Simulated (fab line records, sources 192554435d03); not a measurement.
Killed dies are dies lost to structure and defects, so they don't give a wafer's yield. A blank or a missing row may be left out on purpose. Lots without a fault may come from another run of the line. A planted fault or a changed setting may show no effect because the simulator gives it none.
Split-lot experiment | flow n5_finfet | 7 lots, 21 wafers read, on a route of 1938 steps

THE SPLIT
At N5_SD_EPI_N_EPI_21 (deposits Si:P, time 690 s), the setting temp_c was moved away from the recipe's 680 C on 7 of the 21 wafers read, by +0.3% to +0.5%. The other wafers ran this setting at the recipe's value.

The reading is taken at the split's own step.

THE READING
Si-P_of_SD_EPI_N_EPI_21.thk_nm (the simulator's own value, which no gauge read), in nm, at N5_SD_EPI_N_EPI_21 (deposits Si:P, time 690 s). The file gives no usual value for it. The 14 wafers here that ran the recipe average 59.2 nm, standard deviation 0.62 nm.

wafer  | tool, chamber at the split | temp_c as run, C | against the recipe | Si-P_of_SD_EPI_N_EPI_21.thk_nm, nm | against lot-mates on the recipe
L074.1 | epi_rpcvd-02, 0            | 680              | recipe             | 58.6                               | -
L074.4 | epi_rpcvd-02, 0            | 680              | recipe             | 59.2                               | -
L074.6 | epi_rpcvd-02, 0            | 680              | recipe             | 59.2                               | -
L077.1 | epi_rpcvd-02, 0            | 683.5            | +0.5%              | 63.6                               | +4.8
L077.3 | epi_rpcvd-02, 0            | 683.5            | +0.5%              | 62.8                               | +4.0
L077.5 | epi_rpcvd-02, 0            | 680              | recipe             | 58.8                               | -
L079.1 | epi_rpcvd-03, 0            | 682              | +0.3%              | 62.4                               | +2.4
L079.3 | epi_rpcvd-03, 0            | 682              | +0.3%              | 62                                 | +2.0
L079.4 | epi_rpcvd-03, 0            | 680              | recipe             | 60                                 | -
L081.1 | epi_rpcvd-04, 0            | 683.3            | +0.5%              | 62                                 | no lot-mate on the recipe
L081.3 | epi_rpcvd-04, 0            | 683.3            | +0.5%              | 62                                 | no lot-mate on the recipe
L081.6 | epi_rpcvd-04, 0            | 683.3            | +0.5%              | 62.2                               | no lot-mate on the recipe
L087.1 | epi_rpcvd-04, 0            | 680              | recipe             | 58.8                               | -
L087.2 | epi_rpcvd-04, 0            | 680              | recipe             | 58.8                               | -
L087.3 | epi_rpcvd-04, 0            | 680              | recipe             | 58.4                               | -
L088.2 | epi_rpcvd-04, 0            | 680              | recipe             | 59.4                               | -
L088.3 | epi_rpcvd-04, 0            | 680              | recipe             | 59                                 | -
L088.6 | epi_rpcvd-04, 0            | 680              | recipe             | 58.8                               | -
L092.1 | epi_rpcvd-02, 0            | 680              | recipe             | 60.6                               | -
L092.5 | epi_rpcvd-02, 0            | 680              | recipe             | 59.6                               | -
L092.6 | epi_rpcvd-02, 0            | 680              | recipe             | 60.2                               | -

THE FIT
A straight line over all 21 wafers: Si-P_of_SD_EPI_N_EPI_21.thk_nm changes by +6.94 nm for each +1% of temp_c; r = +0.92; the points scatter about the line by 0.68 nm.
The same after taking each lot's own level away (the mean of its wafers on the recipe; 18 wafers): +8.32 nm for each +1%; r = +0.98; scatter 0.31 nm.
On that fit, the largest move of temp_c shifts the reading by 4.3 nm.
The lots' own levels span 58.67 to 60.13 nm, that is 2.3 times the standard deviation above.
So the lot-to-lot level changes the slope: the two fits differ.
Check: with one of the wafers moved furthest among these (+0.5%) left out of the fit, the line predicts +3.94 nm for it against its lot-mates. It came out at +4.8 nm against them.

OTHER SPLITS ON THESE WAFERS
These wafers also went through other splits before the reading. Each is held against what the fit with the lots' levels taken away leaves over:
other split on the same wafers        | wafers away from the commonest value | r with Si-P_of_SD_EPI_N_EPI_21.thk_nm (lot level and that fit taken away)
N5_WELL_APT_PEB_23 peb_time_s         | 9                                    | -0.08
N5_WELL_APT_DEVELOP_24 develop_time_s | 7                                    | +0.25
N5_FIN_SAQP_PECVD_06 time_s           | 9                                    | -0.44
N5_FIN_SAQP_COAT_49 spin_rpm          | 7                                    | +0.07
N5_FIN_CUT_EXPOSE_05 dose_mj          | 7                                    | -0.17
N5_DUMMY_GATE_HM_DEP_06 time_s        | 15                                   | +0.21

THE FILE'S OWN FIT
Si-P_of_SD_EPI_N_EPI_21.thk_nm changes by +8.29 nm for each +1% of temp_c, r = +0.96.
